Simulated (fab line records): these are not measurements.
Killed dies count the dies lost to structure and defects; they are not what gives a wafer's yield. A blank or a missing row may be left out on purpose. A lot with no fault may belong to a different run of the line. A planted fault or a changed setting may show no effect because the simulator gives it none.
A single fault, viewed from 2 desks | flow n5_finfet | numbers are kept per desk, each desk with only its own; the story behind them comes last

## AT THE TOOL OWNER'S DESK: pvd_sputter-03
The tool's own readings at N5_BEOL_M13_SPUTTER_44 (material Ta, target thk 10 nm, time 16.13 s): means of the sampled wafers that have a number, for each lot that ran on this tool. A lot is out of limits, marked OUT, if its mean lies more than 4 standard deviations from the usual mean; the brackets give that distance.
Columns: A = throttle_valve_pct at N5_BEOL_M13_SPUTTER_44, usual 30.1 %
lot  | first seen here | A
L118 | day 11 07:20    | 30.1
L124 | day 13 20:35    | 29.7
L127 | day 14 01:31    | 29.2
L131 | day 15 04:09    | 29.6
L130 | day 15 04:28    | 30.2
L128 | day 15 06:40    | 30.6
L133 | day 16 00:25    | 29.5
This desk's verdict: no lot among the 7 shows anything out of limits.

## METROLOGY DESK
Lot by lot, what the gauges showed, no matter which tool ran the lot: averages of those sampled wafers that carry a number. A lot is out of limits, marked OUT, if its mean lies more than 4 standard deviations from the usual mean; the brackets give that distance.
Columns: A = M13_ILD_THK at N5_BEOL_M13_THK_MEAS_01, usual 838 nm; B = M13_THK at N5_BEOL_M13_THK_MEAS_50, usual 423 nm
lot  | first seen here | A   | B
L118 | day 11 03:37    | 841 | 429
L121 | day 11 16:14    | 842 | 423
L124 | day 13 17:31    | 832 | 418
L127 | day 13 21:43    | 835 | 418
L126 | day 14 09:19    | 831 | 417
L131 | day 14 23:46    | 839 | 423
L130 | day 15 01:34    | 829 | 421
L128 | day 15 02:13    | 838 | 431
L133 | day 15 18:43    | 843 | 423
L138 | day 16 08:22    | 841 | 420
L141 | day 17 12:59    | 843 | 430
This desk's verdict: no lot among the 11 shows anything out of limits.

## ALL TOGETHER
Nothing out of limits was seen by the tool owner's desk.
The metrology desk saw nothing out of limits.

## WHAT THE SIMULATOR HAD INSERTED
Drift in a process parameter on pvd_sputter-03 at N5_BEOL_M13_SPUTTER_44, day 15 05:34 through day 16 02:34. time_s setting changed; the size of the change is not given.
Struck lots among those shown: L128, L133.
